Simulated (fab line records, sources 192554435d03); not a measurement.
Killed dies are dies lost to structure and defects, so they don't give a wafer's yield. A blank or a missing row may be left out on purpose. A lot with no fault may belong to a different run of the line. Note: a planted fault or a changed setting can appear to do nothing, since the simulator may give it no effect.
Chamber matching	flow n5_finfet	N5_MOL_CONTACT_COAG_ALD_131 on ald_sin-04 has 4 sister chambers
The step deposits SiO2, target thk 5 nm, pulse time 1 s, co reactant pulse time 1 s. 8 wafers are shown with their chamber, then 12 later ones without.

== WAFERS PAIRED WITH THEIR CHAMBERS ==
wafer	chamber	heater_power_w (W)	precursor_pulse_height_rel
L082.4	0	77	0.980
L083.1	0	74	1.028
L084.1	1	76	0.993
L084.3	3	78	0.983
L084.4	2	93	1.000
L086.1	3	77	1.015
L086.2	2	90	1.001
L086.4	1	77	0.945

== WAFERS MISSING THEIR CHAMBER ==
wafer	heater_power_w (W)	precursor_pulse_height_rel
L091.1	76	1.023
L091.2	78	1.038
L091.3	89	1.003
L091.4	76	1.004
L091.5	76	0.999
L091.6	76	1.014
L092.2	77	1.018
L092.3	90	1.033
L092.4	76	0.989
L096.3	90	1.024
L096.5	76	1.025
L096.6	76	0.959

== THE CHAMBER EACH PASSED THROUGH ==
wafer	from the rows above	in truth
L091.1	can't be placed: 0 or 3 or 1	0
L091.2	can't be placed: 3 or 0 or 1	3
L091.3	2	2
L091.4	can't be placed: 0 or 3 or 1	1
L091.5	can't be placed: 0 or 3 or 1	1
L091.6	can't be placed: 0 or 3 or 1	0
L092.2	can't be placed: 3 or 0 or 1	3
L092.3	2	2
L092.4	can't be placed: 0 or 1 or 3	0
L096.3	2	2
L096.5	can't be placed: 0 or 3 or 1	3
L096.6	can't be placed: 1 or 0 or 3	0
3 of 12 placed correctly. Unplaceable from these rows: 9, with the true chamber sitting among the candidates in 9. Number placed wrongly: 0.
How it was worked out, from the rows above alone: a wafer's distance from a chamber is the root of the sum, over the readings, of the square of ((its reading less the chamber's mean) divided by the reading's scatter). If the next closest chamber is less than 2 further off than the closest, the wafer can't be placed; otherwise it belongs to the closest. A chamber's mean is the mean of its shown wafers. The scatter is the square root of a quotient: the sum, over the shown wafers, of each reading's squared deviation from its chamber's mean, divided by wafers minus chambers.
